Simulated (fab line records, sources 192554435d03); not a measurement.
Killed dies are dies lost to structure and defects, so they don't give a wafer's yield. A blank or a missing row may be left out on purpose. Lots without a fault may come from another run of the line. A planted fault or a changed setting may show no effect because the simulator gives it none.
Split-lot experiment | flow n5_finfet | 7 lots, 39 wafers read, on a route of 1938 steps

THE SPLIT
At N5_MOL_CONTACT_COAG_VIA_ETCH_117 (etches SiO2 in C4F6/O2, target depth 40 nm, overetch 8 nm, time 26 s), the setting target_depth_a was moved away from the recipe's 400 angstrom on 18 of the 39 wafers read, by -42.5% to +40.3%. The other wafers ran this setting at the recipe's value.

FROM THE SPLIT TO THE READING: what the file shows between them, 1 step
- N5_MOL_CONTACT_COAG_ETCH_124: etches SiNx in CH3F/O2, stops on SiOC, target depth 6.5 nm

THE READING
SOC_of_MOL_CONTACT_COAG_COAT_62.thk_nm (the simulator's own value, which no gauge read), in nm, at N5_MOL_CONTACT_COAG_ETCH_48 (etches SiOC in C4F6/O2, target depth 15 nm, overetch 4.5 nm, time 17 s). The file gives no usual value for it. The 21 wafers here that ran the recipe average 45.8 nm, standard deviation 0.29 nm.

wafer  | tool, chamber at the split | target_depth_a as run, angstrom | against the recipe | SOC_of_MOL_CONTACT_COAG_COAT_62.thk_nm, nm | against lot-mates on the recipe
L078.1 | rie_diel-05, 2             | 496.2                           | +24.0%             | 44.4                                       | -1.1
L078.2 | rie_diel-05, 0             | 400                             | recipe             | 45.4                                       | -
L078.3 | rie_diel-05, 3,2           | 496.2                           | +24.0%             | 44.8                                       | -0.7
L078.4 | rie_diel-05, 3,2           | 496.2                           | +24.0%             | 44.6                                       | -0.9
L078.5 | rie_diel-05, 3,0           | 400                             | recipe             | 45.6                                       | -
L078.6 | rie_diel-05, 3,0           | 400                             | recipe             | 45.6                                       | -
L081.1 | rie_diel-05, 0             | 290.1                           | -27.5%             | 47                                         | +1.1
L081.6 | rie_diel-05, 0             | 290.1                           | -27.5%             | 47                                         | +1.1
L081.2 | rie_diel-05, 3,2,1         | 400                             | recipe             | 46                                         | -
L081.4 | rie_diel-05, 3,2,1         | 400                             | recipe             | 46                                         | -
L081.3 | rie_diel-05, 3,2,1         | 400                             | recipe             | 45.8                                       | -
L081.5 | rie_diel-05, 1             | 290.1                           | -27.5%             | 47.2                                       | +1.3
L083.1 | rie_diel-05, 2,1,2         | 400                             | recipe             | 45.6                                       | -
L083.2 | rie_diel-05, 0,3           | 544.8                           | +36.2%             | 43.8                                       | -1.9
L083.5 | rie_diel-05, 3             | 544.8                           | +36.2%             | 43.8                                       | -1.9
L083.3 | rie_diel-05, 2,1,2         | 400                             | recipe             | 45.8                                       | -
L083.6 | rie_diel-05, 2,1,2         | 400                             | recipe             | 45.8                                       | -
L083.4 | rie_diel-05, 0,3           | 544.8                           | +36.2%             | 44                                         | -1.7
L086.1 | rie_diel-06, 1             | 488.8                           | +22.2%             | 44.6                                       | -1.3
L086.2 | rie_diel-06, 0,3           | 488.8                           | +22.2%             | 44.8                                       | -1.1
L086.6 | rie_diel-06, 0,3           | 488.8                           | +22.2%             | 44.8                                       | -1.1
L086.3 | rie_diel-06, 2             | 400                             | recipe             | 45.8                                       | -
L086.4 | rie_diel-06, 3,0           | 400                             | recipe             | 46                                         | -
L086.5 | rie_diel-06, 3,0           | 400                             | recipe             | 46                                         | -
L091.1 | rie_diel-05, 2             | 400                             | recipe             | 45.6                                       | -
L091.4 | rie_diel-05, 0,1           | 400                             | recipe             | 45.8                                       | -
L091.6 | rie_diel-05, 0,1           | 400                             | recipe             | 46                                         | -
L092.1 | rie_diel-04, 0,2           | 400                             | recipe             | 46.4                                       | -
L092.4 | rie_diel-04, 0,2           | 400                             | recipe             | 46.4                                       | -
L092.2 | rie_diel-04, 3,2           | 230.1                           | -42.5%             | 47.8                                       | +1.7
L092.5 | rie_diel-04, 1             | 230.1                           | -42.5%             | 47.8                                       | +1.7
L092.3 | rie_diel-04, 1             | 400                             | recipe             | 45.6                                       | -
L092.6 | rie_diel-04, 3,2           | 230.1                           | -42.5%             | 48.2                                       | +2.1
L096.1 | rie_diel-06, 1             | 400                             | recipe             | 45.2                                       | -
L096.2 | rie_diel-06, 3,0           | 561.3                           | +40.3%             | 43.8                                       | -1.7
L096.5 | rie_diel-06, 3,0           | 561.3                           | +40.3%             | 43.8                                       | -1.7
L096.3 | rie_diel-06, 2,0           | 400                             | recipe             | 45.6                                       | -
L096.4 | rie_diel-06, 2,0           | 400                             | recipe             | 45.6                                       | -
L096.6 | rie_diel-06, 3             | 561.3                           | +40.3%             | 44                                         | -1.5
Where a row lists several chambers, the file gives one row for several wafers and doesn't say which wafer went through which chamber.

THE FIT
A straight line over all 39 wafers: SOC_of_MOL_CONTACT_COAG_COAT_62.thk_nm changes by -0.0495 nm for each +1% of target_depth_a; r = -0.98; the points scatter about the line by 0.24 nm.
The same after taking each lot's own level away (the mean of its wafers on the recipe; 39 wafers): -0.0438 nm for each +1%; r = -0.98; scatter 0.2 nm.
On that fit, the largest move of target_depth_a shifts the reading by 1.9 nm.
The lots' own levels span 45.47 to 46.13 nm, that is 2.3 times the standard deviation above.
So the lot-to-lot level changes the slope: the two fits differ.
Check: with one of the wafers moved furthest among these (-42.5%) left out of the fit, the line predicts +1.86 nm for it against its lot-mates. It came out at +1.67 nm against them.

THE WHOLE CHAIN: every reading that the file lists as answering this split, in the file's order
step                             | what it does                                                           | reading                                                                                 | change (the file's fit)                                                              | r (the file's)
N5_MOL_CONTACT_COAG_VIA_ETCH_117 | etches SiO2 in C4F6/O2, target depth 40 nm, overetch 8 nm, time 26 s   | SOC_of_MOL_CONTACT_COAG_COAT_62.thk_nm (the simulator's own value, which no gauge read) | -0.0456 nm for each +1% of the setting                                               | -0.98
N5_MOL_CONTACT_COAG_ETCH_124     | etches SiNx in CH3F/O2, stops on SiOC, target depth 6.5 nm             | etch.depth_nm (the simulator's own value, which no gauge read)                          | not straight: 4.989 at the lowest setting, 4.985 at the recipe, 3.915 at the highest | not given
N5_MOL_CONTACT_COAG_ETCH_124     | etches SiNx in CH3F/O2, stops on SiOC, target depth 6.5 nm             | SOC_of_MOL_CONTACT_COAG_COAT_62.thk_nm (the simulator's own value, which no gauge read) | -0.0453 nm for each +1% of the setting                                               | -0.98
N5_MOL_CONTACT_COAG_ETCH_48      | etches SiOC in C4F6/O2, target depth 15 nm, overetch 4.5 nm, time 17 s | SOC_of_MOL_CONTACT_COAG_COAT_62.thk_nm (the simulator's own value, which no gauge read) | -0.044 nm for each +1% of the setting                                                | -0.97

THE FILE'S OWN FIT
SOC_of_MOL_CONTACT_COAG_COAT_62.thk_nm changes by -0.044 nm for each +1% of target_depth_a, r = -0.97.
